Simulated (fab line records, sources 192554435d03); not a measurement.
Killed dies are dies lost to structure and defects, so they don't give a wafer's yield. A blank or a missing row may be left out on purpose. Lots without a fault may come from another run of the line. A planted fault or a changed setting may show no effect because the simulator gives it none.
Which tool did it? | flow n5_finfet | 11 lots, 30 wafers sampled, at 4 steps of a route of 1938

WHAT THE GAUGES READ, wafer by wafer
N5_BEOL_M12_OVL_MEAS_29.
lot  | measured     | on         | M12_OVL (nm)
L441 | day 11 13:28 | overlay-02 | 3 2 2
L442 | day 11 19:05 | overlay-02 | -1 5 4
L444 | day 12 14:01 | overlay-02 | 8 5 3
L446 | day 13 00:08 | overlay-01 | -4 -4 0
L447 | day 13 00:28 | overlay-01 | -2 1
L451 | day 14 07:21 | overlay-01 | -8 4
L450 | day 14 07:41 | overlay-01 | -10 -14 -15
L457 | day 14 23:56 | overlay-01 | 24 26 25
L456 | day 15 02:57 | overlay-02 | 6 1
L459 | day 15 08:39 | overlay-01 | 31 22 26
L463 | day 16 21:31 | overlay-01 | -2 -1 4

WHICH TOOL RAN EACH LOT (tool, then ch and the chambers of the sampled wafers, then the start)
lot  | N5_BEOL_M12_VIA_ETCH_16            | N5_BEOL_M12_STRIP_64                 | N5_BEOL_M12_EXPOSE_25
L441 | rie_diel-06 ch 0,1, day 11 12:42   | plasma_asher-02 ch 0,1, day 11 12:57 | krf_scanner-02 ch 0, day 11 13:16
L442 | rie_diel-06 ch 1,2,3, day 11 18:19 | plasma_asher-02 ch 0,1, day 11 18:34 | krf_scanner-02 ch 0, day 11 18:52
L444 | rie_diel-06 ch 0,1,3, day 12 13:15 | plasma_asher-01 ch 0, day 12 13:31   | krf_scanner-02 ch 0, day 12 13:49
L446 | rie_diel-05 ch 1,2,3, day 12 23:15 | plasma_asher-01 ch 0,1, day 12 23:31 | krf_scanner-02 ch 0, day 12 23:57
L447 | rie_diel-05 ch 0,1, day 12 23:47   | plasma_asher-01 ch 0,1, day 12 23:59 | krf_scanner-02 ch 0, day 13 00:17
L451 | rie_diel-06 ch 0,3, day 14 06:35   | plasma_asher-02 ch 0,1, day 14 06:51 | krf_scanner-02 ch 0, day 14 07:09
L450 | rie_diel-06 ch 1,2,3, day 14 06:55 | plasma_asher-02 ch 0, day 14 07:11   | krf_scanner-02 ch 0, day 14 07:29
L457 | rie_diel-05 ch 1,2, day 14 23:03   | plasma_asher-02 ch 0,1, day 14 23:19 | krf_scanner-02 ch 0, day 14 23:44
L456 | rie_diel-06 ch 0,1, day 15 02:04   | plasma_asher-02 ch 0,1, day 15 02:20 | krf_scanner-01 ch 0, day 15 02:45
L459 | rie_diel-05 ch 1,2,3, day 15 07:43 | plasma_asher-02 ch 0,1, day 15 07:59 | krf_scanner-02 ch 0, day 15 08:26
L463 | rie_diel-01 ch 1,2,3, day 16 20:37 | plasma_asher-01 ch 0, day 16 20:53   | krf_scanner-01 ch 0, day 16 21:19
- N5_BEOL_M12_VIA_ETCH_16: etches SiOC in C4F8/O2/Ar, target depth 724.8 nm.
- N5_BEOL_M12_STRIP_64: strips in N2/H2.
- N5_BEOL_M12_EXPOSE_25: exposes mask M12.

THE ANSWER, worked out from the rows above alone
Rule: what is usual is taken from the lots themselves. Put in order of their means at a reading, lots are off if they are a third of the lots or fewer, leave a main group of 4 or more, and stand apart from it by a gap of 3 or more times the standard deviation of the main group's means; of several such gaps the widest counts. A main group whose means are all the same, to the digits that the tables above print for the reading, isn't used. A lot without any number at a reading at which 4 lots or more have one is off too. The other lots that the step has rows for count as sound.
Off: L457, L459, at N5_BEOL_M12_OVL_MEAS_29 (M12_OVL). The main group: mean -0 nm, standard deviation 5.1.
A tool fits if, at a process step before that reading, it ran every lot that is off, and no sound lot after the first of them. The gauges at N5_BEOL_M12_OVL_MEAS_29 are tried like those tools. Can't be told from this: 2 tools fit, rie_diel-05 at N5_BEOL_M12_VIA_ETCH_16, krf_scanner-02 at N5_BEOL_M12_EXPOSE_25.

WHAT THE SIMULATOR HAD PUT IN
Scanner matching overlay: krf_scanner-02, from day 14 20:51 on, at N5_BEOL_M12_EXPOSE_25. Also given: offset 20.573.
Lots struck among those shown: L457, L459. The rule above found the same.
